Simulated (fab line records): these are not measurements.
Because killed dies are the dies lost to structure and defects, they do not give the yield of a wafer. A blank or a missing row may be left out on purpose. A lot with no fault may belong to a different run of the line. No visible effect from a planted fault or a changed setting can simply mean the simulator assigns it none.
Chamber matching ; flow nand_harc ; pecvd-04 running NHARC_A_M0_PRE_CLEAN_31: 3 sister chambers
The step time 12 s. 6 wafers are shown with their chamber, then 12 later ones without.

== WAFERS WITH THEIR CHAMBER ==
wafer;chamber;heater_power_w (W);rf_fwd_power_W (W)
L083.3;1;589;293.1
L083.4;1;566;293.7
L087.4;0;627;292.2
L085.2;2;679;293.4
L085.4;2;657;291.3
L085.6;0;518;291.1

== WAFERS WITH NO CHAMBER GIVEN ==
wafer;heater_power_w (W);rf_fwd_power_W (W)
L089.2;662;293.2
L089.4;656;293.7
L089.5;566;293.2
L091.2;521;294.2
L091.3;639;290.7
L091.6;653;291.6
L093.1;696;292.7
L093.2;543;293.4
L093.5;641;291.8
L097.2;660;292.4
L097.4;540;292.1
L097.6;579;293.6

== WHICH CHAMBER EACH WENT THROUGH ==
wafer;from the rows above;in truth
L089.2;can't be placed: 2 or 1 or 0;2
L089.4;can't be placed: 2 or 1 or 0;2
L089.5;can't be placed: 1 or 0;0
L091.2;can't be placed: 1 or 0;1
L091.3;can't be placed: 0 or 2 or 1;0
L091.6;can't be placed: 2 or 0 or 1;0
L093.1;can't be placed: 2 or 1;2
L093.2;can't be placed: 1 or 0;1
L093.5;can't be placed: 2 or 0 or 1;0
L097.2;can't be placed: 2 or 0 or 1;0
L097.4;can't be placed: 0 or 1 or 2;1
L097.6;can't be placed: 1 or 0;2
0 of 12 placed correctly. Cannot be placed on the basis of these rows: 12; the candidates contain the true chamber in 11. Wrongly placed: 0.
How it was worked out, from the rows above alone: a wafer's distance from a chamber is the root of the sum, over the readings, of the square of ((its reading less the chamber's mean) divided by the reading's scatter). The wafer belongs to the nearest chamber; if the next one is less than 2 further off, it can't be placed. The mean given for a chamber averages the wafers shown for that chamber. How the scatter is found: for the shown wafers, subtract from each reading the mean of its chamber, square and add these, divide the total by (wafers less chambers), then take the root.
